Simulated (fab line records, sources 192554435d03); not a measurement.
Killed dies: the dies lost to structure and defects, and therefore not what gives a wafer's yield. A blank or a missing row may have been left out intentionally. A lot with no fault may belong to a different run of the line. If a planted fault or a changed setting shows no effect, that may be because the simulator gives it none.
Split-lot study    flow n5 finfet    21 wafers read from 7 lots, route of 1938 steps

## ON THE SPLIT
At N5_BEOL_M14_ETCH_68 (etches SOC in N2/H2, time 450 s), the setting time s was moved away from the recipe's 450 s on 8 of the 21 wafers read, by -14.0% to +20.7%. All remaining wafers had this setting at the recipe value.

The reading comes from the split's own step.

## THE READING
SiARC_of_BEOL_M14_COAT_66.thk nm (the simulator's own value, which no gauge read), in nm, at N5_BEOL_M14_ETCH_68 (etches SOC in N2/H2, time 450 s). No usual value for it is given in the file. The 13 wafers here that ran the recipe average 65.3 nm, standard deviation 0.78 nm.

wafer   tool, chamber at the split  time s as run, s  against the recipe  SiARC_of_BEOL_M14_COAT_66.thk nm, nm  against lot-mates on the recipe
L076.1  rie diel-04, 0              386.8             -14.0%              70.4                                  +6.0
L076.2  rie diel-04, 2              386.8             -14.0%              71.2                                  +6.8
L076.5  rie diel-04, 0              450               recipe              64.4                                  -
L077.3  rie diel-05, 2              450               recipe              65.4                                  -
L077.4  rie diel-05, 3              540.3             +20.1%              57.4                                  -8.0
L077.6  rie diel-05, 1              540.3             +20.1%              56                                    -9.4
L082.2  rie diel-04, 1              393.5             -12.6%              69.8                                  +4.9
L082.4  rie diel-04, 2              450               recipe              65.4                                  -
L082.5  rie diel-04, 0              450               recipe              64.4                                  -
L085.1  rie diel-05, 2              450               recipe              64.4                                  -
L085.4  rie diel-05, 1              529.7             +17.7%              57.2                                  -7.7
L085.5  rie diel-05, 0              450               recipe              65.4                                  -
L084.1  rie diel-02, 3              450               recipe              66.4                                  -
L084.3  rie diel-02, 2              450               recipe              66.8                                  -
L084.4  rie diel-02, 1              450               recipe              66.2                                  -
L097.1  rie diel-02, 0,1            450               recipe              64.6                                  -
L097.3  rie diel-02, 0,1            450               recipe              64.6                                  -
L097.4  rie diel-02, 2              450               recipe              65.4                                  -
L096.2  rie diel-05, 0              543               +20.7%              56.2                                  -9.4
L096.5  rie diel-05, 3              450               recipe              65.6                                  -
L096.6  rie diel-05, 2              543               +20.7%              56.6                                  -9.0
The file does not say which wafer passed through which chamber wherever a row lists several chambers: such a row stands for several wafers.

THE FIT
A straight line over all 21 wafers: SiARC_of_BEOL_M14_COAT_66.thk nm changes by -0.419 nm for each +1% of time s; r = -0.99; the points scatter about the line by 0.74 nm.
The same after taking each lot's own level away (the mean of its wafers on the recipe; 21 wafers): -0.438 nm for each +1%; r = -1.00; scatter 0.43 nm.
According to that fit, moving time s by its largest amount changes the reading by 9.1 nm.
From 64.40 to 66.47 nm: that is the span of the lots' own levels, equal to 2.7 times the standard deviation above.
The two slopes are in agreement: the lot-to-lot level therefore moves the slope only a little.
Check: with one of the wafers moved furthest among these (+20.7%) left out of the fit, the line predicts -8.99 nm for it against its lot-mates. It came out at -9.4 nm against them.

## ADDITIONAL SPLITS CARRIED BY THESE WAFERS
Note: prior to the reading, these wafers also went through further splits. Each is held against what the fit with the lots' levels taken away leaves over:
other split on the same wafers  wafers away from the commonest value  r with SiARC_of_BEOL_M14_COAT_66.thk nm (lot level and that fit taken away)
N5_BEOL_M10_COAT_64 spin rpm    8                                     -0.30
N5_BEOL_M11_PECVD_70 temp c     10                                    -0.20
N5_BEOL_M11_COAT_59 spin rpm    7                                     +0.29
N5_BEOL_M12_EXPOSE_07 dose mj   6                                     +0.26
N5_BEOL_M13_ETCH_59 time s      3                                     +0.15

## FILE'S OWN FIT
SiARC_of_BEOL_M14_COAT_66.thk nm changes by -0.435 nm for each +1% of time s, r = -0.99.
